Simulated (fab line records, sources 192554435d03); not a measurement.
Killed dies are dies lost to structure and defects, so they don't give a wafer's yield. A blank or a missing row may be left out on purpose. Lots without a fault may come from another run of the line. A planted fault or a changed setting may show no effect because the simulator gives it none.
Chamber matching | flow n5_finfet | N5_WELL_APT_DESCUM_30 on rie_diel-03: 4 sister chambers
The step chemistry O2, time 7.9 s. 18 wafers are shown with their chamber, then 9 later ones without.

WAFERS WITH THEIR CHAMBER
wafer  | chamber | drypump_motor_current_A (A) | showerhead_plenum_p_Torr (Torr) | throttle_valve_pct (%)
L075.3 | 1       | 5.8                         | 2.18                            | 20.38
L075.4 | 0       | 5.2                         | 2.00                            | 20.26
L075.6 | 1       | 5.8                         | 2.18                            | 20.38
L078.1 | 2       | 5.8                         | 2.00                            | 20.72
L078.4 | 0       | 5.2                         | 2.00                            | 20.26
L078.5 | 0       | 5.2                         | 2.00                            | 20.26
L079.1 | 0       | 5.2                         | 2.00                            | 20.26
L079.3 | 1       | 5.8                         | 2.17                            | 20.39
L079.5 | 3       | 5.8                         | 2.14                            | 20.58
L081.1 | 1       | 5.8                         | 2.17                            | 20.40
L081.3 | 3       | 5.8                         | 2.14                            | 20.60
L081.6 | 0       | 5.2                         | 2.00                            | 20.26
L084.2 | 3       | 5.8                         | 2.14                            | 20.62
L084.5 | 0       | 5.2                         | 1.99                            | 20.26
L084.6 | 1       | 5.9                         | 2.17                            | 20.41
L085.2 | 2       | 5.8                         | 1.99                            | 20.74
L085.3 | 0       | 5.2                         | 1.99                            | 20.27
L085.5 | 2       | 5.8                         | 1.99                            | 20.73

SIGNATURES (means of the wafers above)
reading                  | chamber 0 | chamber 1 | chamber 2 | chamber 3 | scatter within a chamber
drypump_motor_current_A  | 5.200     | 5.820     | 5.800     | 5.800     | 0.0239
showerhead_plenum_p_Torr | 1.9971    | 2.1740    | 1.9933    | 2.1400    | 0.00485
throttle_valve_pct       | 20.2614   | 20.3920   | 20.7300   | 20.6000   | 0.0112
Rule: a wafer's distance from a chamber is the root of the sum, over the readings, of the square of ((its reading less the chamber's mean) divided by the reading's scatter). The wafer belongs to the nearest chamber; if the next one is less than 2 further off, it can't be placed. The scatter: the root of (the sum of the squares of (reading less its chamber's mean) over the shown wafers, divided by (wafers less chambers)).

WAFERS WITHOUT THEIR CHAMBER
wafer  | drypump_motor_current_A (A) | showerhead_plenum_p_Torr (Torr) | throttle_valve_pct (%)
L086.2 | 5.8                         | 2.14                            | 20.61
L086.3 | 5.8                         | 2.17                            | 20.42
L086.6 | 5.8                         | 2.14                            | 20.59
L089.1 | 5.8                         | 1.99                            | 20.75
L089.3 | 5.8                         | 2.14                            | 20.61
L089.5 | 5.8                         | 2.14                            | 20.63
L091.1 | 5.8                         | 2.14                            | 20.63
L091.4 | 5.9                         | 1.99                            | 20.74
L091.5 | 5.2                         | 1.99                            | 20.30

WHICH CHAMBER EACH WENT THROUGH
wafer  | from the rows above | in truth
L086.2 | 3                   | 3
L086.3 | 1                   | 1
L086.6 | 3                   | 3
L089.1 | 2                   | 2
L089.3 | 3                   | 3
L089.5 | 3                   | 3
L091.1 | 3                   | 3
L091.4 | 2                   | 2
L091.5 | 0                   | 0
Placed correctly: 9 of 9. Can't be placed from these rows: 0. Placed wrongly: 0.
